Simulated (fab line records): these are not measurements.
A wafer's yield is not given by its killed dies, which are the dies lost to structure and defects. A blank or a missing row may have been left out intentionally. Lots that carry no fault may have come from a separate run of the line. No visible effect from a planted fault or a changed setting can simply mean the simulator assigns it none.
fab line records	flow n5-finfet
record: lots: 7	wafers: 39
route steps=1938 shown SD_EPI_N@273 GATE_CUT@490 MOL_CONTACT_COAG@609 BEOL_M2@903 BEOL_M6@1239 BEOL_M8@1391
start-h: hours from the record's first day to the start of the lot's first wafer shown	wait-h: hours elapsed since this lot's preceding step	" unchanged from the row above	L1.1+2: one row covering several wafers at once	- no value present, or no start provided	* or withheld: withheld	< > ~ a bound
route shown NAME@n: names a module that has steps shown in the file, with the first one's number in the route	usual: mean and standard deviation over wafers with no fault	same: alike in all rows	chamber/n: place in a boat	sites: per-site readings	_std_site: their standard deviation	_edge_site: mean of outer sites minus mean of inner sites	radius-mm: how far each site lies from the wafer's centre	mask NAME#n: copy n	behind: the tool/chamber that last shaped the wafer	hold: what put the lot on hold/how long, in hours/how the hold closed	device: names the non-switching transistor (n, p or np)	end of line: at the end of the route, the tests of the same wafers	a step without rows: its recipe alone	killed: the dies lost at the first sort to structure and to defects; this is not the yield of the wafer	map: a wafer's dies, x killed, . not, _ none there
set.NAME: the setting that was run; set.NAME@STEP: the one run at that earlier step	model.NAME: the simulator's own value behind a step, which no gauge read
lots run with intentionally changed settings; tables by step, rows by wafer
== steps ==
step: N5_SD_EPI_N_DESCUM_14
recipe: chemistry: O2	time-s: 7.9	source-power-w: 50	bias-power-w: 20	pressure-mtorr: 20	rf-frequency-hz: 2.712e+07	temp-c: 40	resist: CAR-ArF-block	o2-flow-sccm: 225
lot.wafer	tool	chamber	start-h	wait-h	set.time-s	model.CAR-ArF-block_of_SD_EPI_N_COAT_03.thk-nm
L079.1	rie-diel-05	3	78.86	0.0	7.9	144
L079.2	"	1	"	"	7.9	144.6
L079.3	"	1	"	"	7.9	144.4
L079.4	"	3	"	"	3.999	146.6
L079.5	"	1	"	"	3.999	146.4
L079.6	"	3	"	"	3.999	146.8
L080.1+2+3+5	rie-diel-05	2,3,0,0	84.74	0.0	7.9	143.6
L080.4	"	1	"	"	7.9	143.8
L080.6	"	1	"	"	7.9	143.4
L082.3+4+5	rie-diel-01	0,0,3	98.75	0.3	7.9	143.4
L083.1+6	rie-diel-01	2,0	104.42	0.1	7.9	143.4
L083.2	"	3	"	"	7.9	143.2
L083.3	"	0	"	"	7.9	143
L083.4+5	"	3,2	"	"	7.9	143.6
L087.1	rie-diel-01	0	128.06	0.0	7.9	143.6
L087.2	"	3	"	"	3.536	146.8
L087.3	"	1	"	"	7.9	143.4
L087.4	"	2	"	"	3.536	146.2
L087.5	"	2	"	"	3.536	146.6
L087.6	"	3	"	"	7.9	144.2
L090.1	rie-diel-05	2	145.18	0.8	12.38	141
L090.2	"	0	"	"	12.38	141.4
L090.3+4	"	3,1	"	"	7.9	143.8
L090.5	"	2	"	"	7.9	144.4
L090.6	"	1	"	"	12.38	141.8
L092.1+2+6	rie-diel-01	0,2,0	158.69	0.0	6.575	144
L092.3	"	1	"	"	7.9	143
L092.4+5	"	3	"	"	7.9	143.2
step: N5_SD_EPI_N_ETCH_34
recipe: chemistry: CF4	target: SiARC	target-depth-a: 455	mask-material: CAR-ArF-block	time-s: 75.8	ion-energy-ev: 80	pressure-mtorr: 40	source-w: 545	bias-w: 36	Ar_flow_sccm: 100	cf4-flow-sccm: 100	ends: cleared
lot.wafer	tool	chamber	start-h	wait-h	set.time-s@SD_EPI_N_DESCUM_14	model.CAR-ArF-block_of_SD_EPI_N_COAT_03.thk-nm
L079.1	rie-diel-05	3	78.91	0.0	7.9	111.4
L079.2	"	1	"	"	7.9	112
L079.3	"	1	"	"	7.9	111.8
L079.4	"	3	"	"	3.999	114
L079.5	"	1	"	"	3.999	113.8
L079.6	"	3	"	"	3.999	114.2
L080.1+3+5	rie-diel-05	2,0,0	84.77	0.0	7.9	111
L080.2+4	"	3,1	"	"	7.9	111.2
L080.6	"	1	"	"	7.9	110.8
L082.3+5	rie-diel-01	0,3	98.78	0.0	7.9	110.8
L082.4	"	0	"	"	7.9	111
L083.1+4	rie-diel-01	2,3	104.46	0.0	7.9	111
L083.2	"	3	"	"	7.9	110.8
L083.3	"	0	"	"	7.9	110.6
L083.5+6	"	2,0	"	"	7.9	111.2
L087.1	rie-diel-01	0	128.10	0.0	7.9	111.2
L087.2	"	3	"	"	3.536	114.4
L087.3	"	1	"	"	7.9	110.8
L087.4	"	2	"	"	3.536	113.8
L087.5	"	2	"	"	3.536	114
L087.6	"	3	"	"	7.9	111.4
L090.1	rie-diel-05	2	145.21	0.0	12.38	108.4
L090.2	"	0	"	"	12.38	108.8
L090.3+4	"	3,1	"	"	7.9	111.2
L090.5	"	2	"	"	7.9	111.6
L090.6	"	1	"	"	12.38	109
L092.1+2	rie-diel-01	0,2	158.73	0.0	6.575	111.4
L092.3	"	1	"	"	7.9	110.4
L092.4+5	"	3	"	"	7.9	110.6
L092.6	"	0	"	"	6.575	111.6
step: N5_GATE_CUT_DESCUM_18
recipe: chemistry: O2	time-s: 7	source-power-w: 50	bias-power-w: 20	pressure-mtorr: 20	rf-frequency-hz: 2.712e+07	temp-c: 40	resist: CAR-EUV	o2-flow-sccm: 225
lot.wafer	tool	chamber	start-h	wait-h	set.time-s	model.CAR-EUV_of_GATE_CUT_COAT_07.thk-nm	model.GATE_CUT.cd-nm
L079.1+6	rie-diel-06	1	114.98	0.0	7	26	20
L079.2	"	0	"	"	3.532	27.8	19.2
L079.3	"	3	"	"	3.532	27.8	19.4
L079.4	"	2	"	"	3.532	27.6	19.6
L079.5	"	0	"	"	7	26.2	19.8
L080.1+6	rie-diel-04	2,3	118.85	0.0	7	26	20.2
L080.2	"	1	"	"	7	26.2	20
L080.3+5	"	3,2	"	"	9.013	25	20.4
L080.4	"	1	"	"	9.013	25.2	20.2
L082.3	rie-diel-02	0	131.81	0.0	7	26.2	20.2
L082.4+5	"	2,0	"	"	7	26	20.2
L083.1+2	rie-diel-06	2,3	139.15	0.1	3.218	28	19.2
L083.3	"	1	"	"	7	26.2	20
L083.4	"	0	"	"	7	26.2	19.6
L083.5	"	0	"	"	7	26	19.6
L083.6	"	1	"	"	3.218	28	19.4
L087.1	rie-diel-04	1	164.48	0.5	7	26.2	20.4
L087.2	"	3	"	"	2.997	28	20
L087.3	"	2	"	"	2.997	28	19.8
L087.4+5	"	0,1	"	"	7	26.2	20.2
L087.6	"	2	"	"	2.997	28.2	19.8
L090.1	rie-diel-04	0	182.81	0.0	3.193	28	19.4
L090.2	"	3	"	"	7	26	20
L090.3+5	"	2,1	"	"	3.193	28	19.2
L090.4	"	1	"	"	7	26.2	20
L090.6	"	0	"	"	7	26	19.8
L092.1+3	rie-diel-02	0,2	194.36	0.0	7	26	20
L092.2	"	1	"	"	7	26.2	20
L092.4	"	3	"	"	10.92	24.2	20.6
L092.5+6	"	2,1	"	"	10.92	24.2	20.8
step: N5_GATE_CUT_ETCH_28
recipe: chemistry: N2/H2	target: underlayer	target-depth-a: 130	mask-material: CAR-EUV	time-s: 10.4	ion-energy-ev: 200	pressure-mtorr: 30	source-w: 840	bias-w: 150	n2-flow-sccm: 200	h2-flow-sccm: 200	ends: cleared
step: N5_GATE_CUT_ETCH_36
recipe: chemistry: CF4	target: SiARC	target-depth-a: 130	mask-material: CAR-EUV	time-s: 21.7	ion-energy-ev: 80	pressure-mtorr: 40	source-w: 545	bias-w: 36	Ar_flow_sccm: 100	cf4-flow-sccm: 100	ends: cleared
lot.wafer	tool	chamber	start-h	wait-h	set.time-s@GATE_CUT_DESCUM_18	model.CAR-EUV_of_GATE_CUT_COAT_07.thk-nm
L079.1+6	rie-diel-06	1	115.03	0.0	7	6.8
L079.2	"	0	"	"	3.532	8.8
L079.3+4	"	3,2	"	"	3.532	8.6
L079.5	"	0	"	"	7	7
L080.1+2+6	rie-diel-04	2,1,3	118.91	0.0	7	7
L080.3+4+5	"	3,1,2	"	"	9.013	6
L082.3+5	rie-diel-02	0	131.87	0.0	7	7
L082.4	"	2	"	"	7	6.8
L083.1+2	rie-diel-06	2,3	139.20	0.0	3.218	9
L083.3+5	"	1,0	"	"	7	7
L083.4	"	0	"	"	7	7.2
L083.6	"	1	"	"	3.218	8.8
L087.1+4+5	rie-diel-04	1,0,1	164.54	0.0	7	7
L087.2+3	"	3,2	"	"	2.997	8.8
L087.6	"	2	"	"	2.997	9
L090.1+3+5	rie-diel-04	0,2,1	182.87	0.0	3.193	8.8
L090.2+6	"	3,0	"	"	7	6.8
L090.4	"	1	"	"	7	7
L092.1+2	rie-diel-02	0,1	194.41	0.0	7	7
L092.3	"	2	"	"	7	6.8
L092.4+5+6	"	3,2,1	"	"	10.92	5
step: N5_MOL_CONTACT_COAG_ETCHBACK_134
recipe: chemistry: CHF3	target: SiO2	target-depth-a: 100	time-s: 6.7	ion-energy-ev: 200	pressure-mtorr: 30	source-w: 610	bias-w: 170	Ar_flow_sccm: 200	CHF3_flow_sccm: 50
lot.wafer	tool	chamber	start-h	wait-h	set.time-s	model.CAR-EUV_of_MOL_CONTACT_COAG_COAT_34.thk-nm
L079.1	rie-diel-05	2	131.98	0.2	6.7	15.6
L079.2	"	1	"	"	3.58	16
L079.3+5	"	3,1	"	"	3.58	16.2
L079.4	"	3	"	"	6.7	15.4
L079.6	"	2	"	"	6.7	15.8
L080.1+4+5	rie-diel-05	3,0,3	135.40	0.1	2.74	16.6
L080.2	"	2	"	"	6.7	15.8
L080.3+6	"	1,2	"	"	6.7	15.6
L082.3	rie-diel-03	3	148.74	0.1	6.7	15.6
L082.4+5	"	2,1	"	"	6.7	15.4
L083.1	rie-diel-01	1	156.28	0.1	2.813	16.2
L083.2+6	"	0	"	"	6.7	15.6
L083.3+4	"	3,2	"	"	2.813	16.4
L083.5	"	1	"	"	6.7	15.4
L087.1+5	rie-diel-03	1,0	180.40	0.2	6.7	15.8
L087.2+6	"	2,1	"	"	5.536	16
L087.3	"	3	"	"	6.7	15.6
L087.4	"	0	"	"	5.536	16.2
L090.1	rie-diel-01	1	198.54	0.1	10.12	14.6
L090.2+4	"	0,2	"	"	10.12	14.8
L090.3+6	"	3,0	"	"	6.7	15.6
L090.5	"	1	"	"	6.7	15.4
L092.1+3+4	rie-diel-03	1,2,3	211.05	0.1	6.7	15.4
L092.2+5+6	"	3,1,2	"	"	10.35	14.6
step: N5_BEOL_M2_CVD_47
recipe: material: Co	target-thk-a: 30	temp-c: withheld	precursor: CCTBA/H2	pressure-torr: 30	time-s: 223.8
lot.wafer	tool	chamber	start-h	wait-h	set.target-thk-a	model.Co_of_BEOL_M2_CVD_47.thk-nm
L079.1+2	cvd-co-01	1,2	165.45	0.1	30	2.8
L079.3	"	0	"	"	21.57	2.2
L079.4+6	"	0,2	"	"	21.57	2
L079.5	"	1	"	"	30	3
L080.1+5	cvd-co-01	0,1	177.39	0.1	41.52	4.2
L080.2	"	2	"	"	30	3.2
L080.3+4	"	1,2	"	"	30	3
L080.6	"	0	"	"	41.52	4
L082.3+4	cvd-co-02	1,0	189.19	0.1	30	2.8
L082.5	"	1	"	"	30	3
L083.1+2	cvd-co-01	1,2	192.56	0.0	30	3
L083.3	"	0	"	"	36.86	3.8
L083.4	"	0	"	"	30	3.2
L083.5+6	"	2,1	"	"	36.86	3.6
L087.1	cvd-co-01	2	221.51	0.2	30	2.8
L087.2+3	"	0,1	"	"	12.78	1.2
L087.4	"	1	"	"	12.78	1.4
L087.5+6	"	2,0	"	"	30	3
L090.1+2+5	cvd-co-01	0,2,2	232.84	0.1	30	3
L090.3+4+6	"	1,1,0	"	"	30	2.8
L092.1+2+3+4+5+6	cvd-co-01	1,2,0,2,1,0	247.65	0.0	30	3
step: N5_BEOL_M6_TRENCH_ETCH_37
recipe: chemistry: C4F6/O2	target-depth-a: 944.35	target: SiCOH_lowk	time-s: 31.5	ion-energy-ev: 250	pressure-mtorr: 30	source-w: 345	bias-w: 185	Ar_flow_sccm: 300	C4F6_flow_sccm: 10	O2_flow_sccm: 10
lot.wafer	tool	chamber	start-h	wait-h	set.time-s	model.BEOL_M6.feature-depth-nm	model.etch.depth-nm	model.TiN_of_BEOL_M6_HM_DEP_02.thk-nm
L079.1	rie-diel-05	3	-	-	25.51	76	75.95	17.4
L079.2	"	2	"	"	25.51	74.2	74.14	17.8
L079.3	"	1	"	"	31.5	95	95.05	17.4
L079.4	"	0	"	"	31.5	92.6	92.51	17
L079.5	"	1	"	"	31.5	94.2	94.13	17.2
L079.6	"	0	"	"	25.51	75.6	75.66	17.4
L080.1	rie-diel-01	0	-	-	31.5	97.8	97.71	17.2
L080.2	"	1	"	"	31.5	99.4	99.31	17
L080.3	"	3	"	"	42.84	132.2	132.2	16.6
L080.4	"	2	"	"	42.84	129	129	16.2
L080.5	"	0	"	"	31.5	96.8	96.8	17.2
L080.6	"	3	"	"	42.84	132.2	132.3	16.4
L082.3	rie-diel-05	3	-	-	31.5	94.4	94.44	17.4
L082.4	"	0	"	"	31.5	92	91.91	17.4
L082.5	"	2	"	"	31.5	92.6	92.51	17.6
L083.1	rie-diel-01	3	-	-	31.5	96.8	96.81	17
L083.2	"	1	"	"	31.5	98.8	98.83	16.8
L083.3	"	2	"	"	31.5	94	94.09	17
L083.4	"	0	"	"	31.5	97.4	97.47	16.8
L083.5	"	1	"	"	31.5	99.2	99.23	16.8
L083.6	"	2	"	"	31.5	93.8	93.75	17
L087.1	rie-diel-03	0	-	-	31.5	95.8	95.78	17.2
L087.2	"	1	"	"	23.81	72.6	72.55	18.2
L087.3	"	3	"	"	31.5	94	94.09	17.4
L087.4	"	2	"	"	23.81	73.4	73.45	18
L087.5	"	3	"	"	23.81	71	70.93	18
L087.6	"	0	"	"	31.5	95.4	95.38	17.4
L090.1	rie-diel-03	3	-	-	31.5	95.4	95.4	17
L090.2	"	2	"	"	26.29	81	80.98	17.2
L090.3	"	1	"	"	31.5	96.6	96.67	17
L090.4	"	2	"	"	31.5	96.8	96.81	16.8
L090.5	"	1	"	"	26.29	81.4	81.36	17.2
L090.6	"	3	"	"	26.29	79.2	79.19	17.4
L092.1	rie-diel-05	2	-	-	44.85	134.8	134.7	16.2
L092.2	"	0	"	"	44.85	131.6	131.7	16
L092.3	"	3	"	"	31.5	93.8	93.82	17.2
L092.4	"	0	"	"	31.5	93.4	93.31	17.2
L092.5	"	3	"	"	44.85	134.4	134.4	16
L092.6	"	2	"	"	31.5	94	93.97	17.2
step: N5_BEOL_M6_ETCH_41
recipe: chemistry: CH3F/O2	target: SiCN	target-depth-a: 297	taper-deg: 2	time-s: 52	ion-energy-ev: 120	mask-material: TiN	pressure-mtorr: 30	source-w: 395	bias-w: 75	Ar_flow_sccm: 150	CH3F_flow_sccm: 30	O2_flow_sccm: 20
step: N5_BEOL_M6_STRIP_80
recipe: chemistry: N2/H2	time-s: 10	power-w: 450	temp-c: 40	pressure-mtorr: 20	rf-frequency-hz: 6e+07	bias-power-w: 7	n2-flow-sccm: 200	h2-flow-sccm: 200
step: N5_BEOL_M6_OCD_MEAS_38
usual: trench-depth-nm: 95.0/1.8
lot.wafer	tool	chamber	start-h	wait-h	set.time-s@BEOL_M6_TRENCH_ETCH_37	trench-depth-nm
L079.1	ocd-02	-	211.35	-	25.51	75.8
L079.2	"	-	"	"	25.51	74.3
L079.3	"	-	"	"	31.5	94.8
L079.4	"	-	"	"	31.5	92.7
L079.5	"	-	"	"	31.5	93.8
L079.6	"	-	"	"	25.51	76.2
L080.1	ocd-02	-	218.53	-	31.5	97.9
L080.2	"	-	"	"	31.5	99.3
L080.3	"	-	"	"	42.84	132.1
L080.4	"	-	"	"	42.84	-
L080.5	"	-	"	"	31.5	97.0
L080.6	"	-	"	"	42.84	132.0
L082.3	ocd-01	-	228.94	-	31.5	94.2
L082.4	"	-	"	"	31.5	91.8
L082.5	"	-	"	"	31.5	92.1
L083.1	ocd-01	-	234.74	-	31.5	97.4
L083.2	"	-	"	"	31.5	98.6
L083.3	"	-	"	"	31.5	94.2
L083.4	"	-	"	"	31.5	97.7
L083.5	"	-	"	"	31.5	99.6
L083.6	"	-	"	"	31.5	93.7
L087.1	ocd-01	-	258.31	-	31.5	95.8
L087.2	"	-	"	"	23.81	73.2
L087.3	"	-	"	"	31.5	93.6
L087.4	"	-	"	"	23.81	73.5
L087.5	"	-	"	"	23.81	70.8
L087.6	"	-	"	"	31.5	95.1
L090.1	ocd-02	-	279.98	-	31.5	95.0
L090.2	"	-	"	"	26.29	81.1
L090.3	"	-	"	"	31.5	96.5
L090.4	"	-	"	"	31.5	96.9
L090.5	"	-	"	"	26.29	81.5
L090.6	"	-	"	"	26.29	79.2
L092.1	ocd-01	-	299.11	-	44.85	135.0
L092.2	"	-	"	"	44.85	131.7
L092.3	"	-	"	"	31.5	94.0
L092.4	"	-	"	"	31.5	93.4
L092.5	"	-	"	"	44.85	133.8
L092.6	"	-	"	"	31.5	94.0
step: N5_BEOL_M6_HM_STRIP_39
recipe: chemistry: peroxide-tin-strip	material: TiN	target-depth-a: 250	temp-c: 50	time-s: 158
step: N5_BEOL_M6_SRD_40
recipe: time-s: 30	temp-c: 23	rinse-liquid: diw	dry: ipa-marangoni
step: N5_BEOL_M6_ECD_50
recipe: material: Cu	target-thk-a: 3000
step: N5_BEOL_M6_ANNEAL_51
recipe: temp-c: 225	time-s: 90	ambient: N2
step: N5_BEOL_M6_CMP_52
recipe: stop-on: SiCOH_lowk	t-overpolish-s: 6.9	down-force-psi: 1	platen-rpm: 50	clearing-platen-down-force-psi: 1.5	clearing-platen-rpm: 50	post-cmp-clean: cu-alkaline	target-thk-nm: 80	clearing-platen-pad-velocity-m-s: 0.99484	pad-velocity-m-s: 0.99484
lot.wafer	tool	chamber	start-h	wait-h	set.time-s@BEOL_M6_TRENCH_ETCH_37	model.Cu_of_BEOL_M6_ECD_50.thk-nm
L079.4	cmp-04	3	213.13	0.1	31.5	78.6
L079.3	"	0	"	"	31.5	81.8
L079.1	"	1	"	"	25.51	63.8
L079.2	"	2	"	"	25.51	59.2
L079.5	"	3	"	"	31.5	80.4
L079.6	"	0	"	"	25.51	62.4
L080.4	cmp-01	1	220.86	0.1	42.84	115.4
L080.1+5	"	2	"	"	31.5	82.8
L080.3	"	3	"	"	42.84	118.8
L080.2	"	0	"	"	31.5	85
L080.6	"	1	"	"	42.84	118
L082.3	cmp-02	0	231.69	0.2	31.5	81.6
L082.4	"	1	"	"	31.5	78.6
L082.5	"	1	"	"	31.5	80.4
L083.1	cmp-02	2	238.54	0.3	31.5	81.2
L083.2	"	3	"	"	31.5	84.6
L083.4	"	0	"	"	31.5	83.2
L083.3	"	1	"	"	31.5	79.6
L083.6	"	2	"	"	31.5	78
L083.5	"	3	"	"	31.5	85.8
L087.3	cmp-02	3	261.29	0.2	31.5	78.6
L087.1	"	0	"	"	31.5	82.2
L087.2	"	1	"	"	23.81	60
L087.4	"	2	"	"	23.81	58
L087.5	"	3	"	"	23.81	57
L087.6	"	0	"	"	31.5	82.8
L090.2	cmp-04	2	282.29	0.2	26.29	67.4
L090.1+3	"	3,0	"	"	31.5	83.2
L090.4	"	1	"	"	31.5	85.4
L090.5	"	2	"	"	26.29	68
L090.6	"	3	"	"	26.29	67
L092.3	cmp-04	2	301.73	0.2	31.5	79
L092.2	"	3	"	"	44.85	117.6
L092.4+6	"	0,2	"	"	31.5	78
L092.1	"	1	"	"	44.85	121
L092.5	"	3	"	"	44.85	120
step: N5_BEOL_M6_THK_MEAS_53
recipe: thk-meas-gauge: xrf	reads: Cu_of_BEOL_M6_ECD_50
usual: M6_THK: 80.9/2.1
lot.wafer	tool	chamber	start-h	wait-h	set.time-s@BEOL_M6_TRENCH_ETCH_37	M6_THK[nm]
L079.1	film-metro-01	-	213.43	-	25.51	63.4
L079.2	"	-	"	"	25.51	59.0
L079.3	"	-	"	"	31.5	81.2
L079.4	"	-	"	"	31.5	78.4
L079.5	"	-	"	"	31.5	79.8
L079.6	"	-	"	"	25.51	62.0
L080.1	film-metro-02	-	221.15	-	31.5	83.3
L080.2	"	-	"	"	31.5	85.0
L080.3	"	-	"	"	42.84	119.3
L080.4	"	-	"	"	42.84	-
L080.5	"	-	"	"	31.5	82.8
L080.6	"	-	"	"	42.84	117.9
L082.3	film-metro-02	-	231.99	-	31.5	81.8
L082.4	"	-	"	"	31.5	78.5
L082.5	"	-	"	"	31.5	80.3
L083.1	film-metro-01	-	238.83	-	31.5	80.6
L083.2	"	-	"	"	31.5	84.3
L083.3	"	-	"	"	31.5	79.1
L083.4	"	-	"	"	31.5	82.7
L083.5	"	-	"	"	31.5	85.0
L083.6	"	-	"	"	31.5	77.6
L087.1	film-metro-01	-	261.59	-	31.5	81.9
L087.2	"	-	"	"	23.81	59.9
L087.3	"	-	"	"	31.5	78.6
L087.4	"	-	"	"	23.81	58.2
L087.5	"	-	"	"	23.81	57.2
L087.6	"	-	"	"	31.5	82.7
L090.1	film-metro-01	-	282.59	-	31.5	82.8
L090.2	"	-	"	"	26.29	67.3
L090.3	"	-	"	"	31.5	83.0
L090.4	"	-	"	"	31.5	85.3
L090.5	"	-	"	"	26.29	67.6
L090.6	"	-	"	"	26.29	66.5
L092.1	film-metro-02	-	302.03	-	44.85	121.1
L092.2	"	-	"	"	44.85	117.1
L092.3	"	-	"	"	31.5	78.9
L092.4	"	-	"	"	31.5	78.4
L092.5	"	-	"	"	44.85	120.0
L092.6	"	-	"	"	31.5	77.6
step: N5_BEOL_M6_PRE_CLEAN_55
recipe: gas: NH3	time-s: 15	temp-c: withheld	rf-power-w: 300
step: N5_BEOL_M6_DEP_56
recipe: material: SiCN	target-thk-a: 100	temp-c: withheld	precursor: 3MS/NH3	pressure-torr: 3	rf-w: 202	time-s: 17.5
step: N5_BEOL_M6_RS_MEAS_57
recipe: thk-meas-gauge: four-point-probe	reads: Cu_of_BEOL_M6_ECD_50+Co_of_BEOL_M6_CVD_78+TaN_of_BEOL_M6_ALD_77
usual: M6_RS: 0.281/0.0084
lot.wafer	tool	chamber	start-h	wait-h	set.time-s@BEOL_M6_TRENCH_ETCH_37	M6_RS[ohm/sq]
L079.1	film-metro-02	-	213.56	0.1	25.51	0.375
L079.2	"	-	"	"	25.51	0.410
L079.3	"	-	"	"	31.5	0.279
L079.4	"	-	"	"	31.5	0.292
L079.5	"	-	"	"	31.5	0.284
L079.6	"	-	"	"	25.51	0.384
L080.1	film-metro-01	-	221.28	0.1	31.5	0.274
L080.2	"	-	"	"	31.5	0.265
L080.3	"	-	"	"	42.84	0.182
L080.4	"	-	"	"	42.84	-
L080.5	"	-	"	"	31.5	0.275
L080.6	"	-	"	"	42.84	0.183
L082.3	film-metro-02	-	232.12	0.1	31.5	0.279
L082.4	"	-	"	"	31.5	0.292
L082.5	"	-	"	"	31.5	0.283
L083.1	film-metro-02	-	238.96	0.1	31.5	0.281
L083.2	"	-	"	"	31.5	0.268
L083.3	"	-	"	"	31.5	0.287
L083.4	"	-	"	"	31.5	0.273
L083.5	"	-	"	"	31.5	0.263
L083.6	"	-	"	"	31.5	0.294
L087.1	film-metro-02	-	261.72	0.1	31.5	0.277
L087.2	"	-	"	"	23.81	0.404
L087.3	"	-	"	"	31.5	0.292
L087.4	"	-	"	"	23.81	0.421
L087.5	"	-	"	"	23.81	0.428
L087.6	"	-	"	"	31.5	0.275
L090.1	film-metro-02	-	282.72	0.1	31.5	0.273
L090.2	"	-	"	"	26.29	0.350
L090.3	"	-	"	"	31.5	0.273
L090.4	"	-	"	"	31.5	0.264
L090.5	"	-	"	"	26.29	0.346
L090.6	"	-	"	"	26.29	0.352
L092.1	film-metro-02	-	302.16	0.1	44.85	0.178
L092.2	"	-	"	"	44.85	0.183
L092.3	"	-	"	"	31.5	0.290
L092.4	"	-	"	"	31.5	0.294
L092.5	"	-	"	"	44.85	0.179
L092.6	"	-	"	"	31.5	0.293
step: N5_BEOL_M8_CVD_78
recipe: material: Co	target-thk-a: 20	temp-c: withheld	precursor: CCTBA/H2	pressure-torr: 30	time-s: 142.3
lot.wafer	tool	chamber	start-h	wait-h	set.target-thk-a	model.Co_of_BEOL_M8_CVD_78.thk-nm
L079.1	cvd-co-02	2	225.45	0.0	20	1.8
L079.2+3+4	"	1,0,1	"	"	29.16	3
L079.5+6	"	0,2	"	"	20	2
L080.1+2+3+4+5+6	cvd-co-02	0,2,1,0,2,1	239.35	0.0	20	2
L082.3	cvd-co-01	2	250.15	0.0	20	1.6
L082.4+5	"	1,0	"	"	20	1.8
L083.1+5	cvd-co-01	2,1	254.91	0.0	20	2
L083.2+6	"	0	"	"	11.68	1.2
L083.3	"	1	"	"	20	1.8
L083.4	"	2	"	"	11.68	1
L087.1+3	cvd-co-01	0,2	275.44	0.2	11.45	1.2
L087.2+5	"	1,0	"	"	20	2
L087.4	"	1	"	"	11.45	1
L087.6	"	2	"	"	20	1.8
L090.1+4	cvd-co-01	2,0	298.20	0.0	12.47	1.2
L090.2+6	"	1	"	"	20	1.8
L090.3	"	0	"	"	20	2
L090.5	"	2	"	"	12.47	1
L092.1+2+6	cvd-co-02	1,0,0	317.72	0.0	8.791	0.8
L092.3	"	2	"	"	20	1.8
L092.4+5	"	1,2	"	"	20	2
== key ==
split: step: N5_SD_EPI_N_DESCUM_14	setting: time-s	stated: 7.9	by: wafer
response: step: N5_SD_EPI_N_DESCUM_14	reading: model.CAR-ArF-block_of_SD_EPI_N_COAT_03.thk-nm	change: -0.0477	per: 1%	r: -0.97
response: step: N5_SD_EPI_N_ETCH_34	reading: model.CAR-ArF-block_of_SD_EPI_N_COAT_03.thk-nm	change: -0.0486	per: 1%	r: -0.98
split: step: N5_GATE_CUT_DESCUM_18	setting: time-s	stated: 7	by: wafer
response: step: N5_GATE_CUT_DESCUM_18	reading: model.CAR-EUV_of_GATE_CUT_COAT_07.thk-nm	change: -0.034	per: 1%	r: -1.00
response: step: N5_GATE_CUT_DESCUM_18	reading: model.GATE_CUT.cd-nm	change: +0.0101	per: 1%	r: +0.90
response: step: N5_GATE_CUT_ETCH_36	reading: model.CAR-EUV_of_GATE_CUT_COAT_07.thk-nm	change: -0.0346	per: 1%	r: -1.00
split: step: N5_MOL_CONTACT_COAG_ETCHBACK_134	setting: time-s	stated: 6.7	by: wafer
response: step: N5_MOL_CONTACT_COAG_ETCHBACK_134	reading: model.CAR-EUV_of_MOL_CONTACT_COAG_COAT_34.thk-nm	change: -0.0145	per: 1%	r: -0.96
split: step: N5_BEOL_M2_CVD_47	setting: target-thk-a	stated: 30	by: wafer
response: step: N5_BEOL_M2_CVD_47	reading: model.Co_of_BEOL_M2_CVD_47.thk-nm	change: +0.0284	per: 1%	r: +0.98
split: step: N5_BEOL_M6_TRENCH_ETCH_37	setting: time-s	stated: 31.5	by: wafer
response: step: N5_BEOL_M6_TRENCH_ETCH_37	reading: model.BEOL_M6.feature-depth-nm	change: +0.937	per: 1%	r: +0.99
response: step: N5_BEOL_M6_TRENCH_ETCH_37	reading: model.etch.depth-nm	change: +0.939	per: 1%	r: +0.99
response: step: N5_BEOL_M6_TRENCH_ETCH_37	reading: model.TiN_of_BEOL_M6_HM_DEP_02.thk-nm	change: -0.0241	per: 1%	r: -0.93
response: step: N5_BEOL_M6_OCD_MEAS_38	reading: trench-depth-nm	change: +0.938	per: 1%	r: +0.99
response: step: N5_BEOL_M6_CMP_52	reading: model.Cu_of_BEOL_M6_ECD_50.thk-nm	change: +0.959	per: 1%	r: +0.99
response: step: N5_BEOL_M6_THK_MEAS_53	reading: M6_THK	change: +0.965	per: 1%	r: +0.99
response: step: N5_BEOL_M6_RS_MEAS_57	reading: M6_RS	change: -0.00343	per: 1%	r: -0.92
split: step: N5_BEOL_M8_CVD_78	setting: target-thk-a	stated: 20	by: wafer
response: step: N5_BEOL_M8_CVD_78	reading: model.Co_of_BEOL_M8_CVD_78.thk-nm	change: +0.0203	per: 1%	r: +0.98
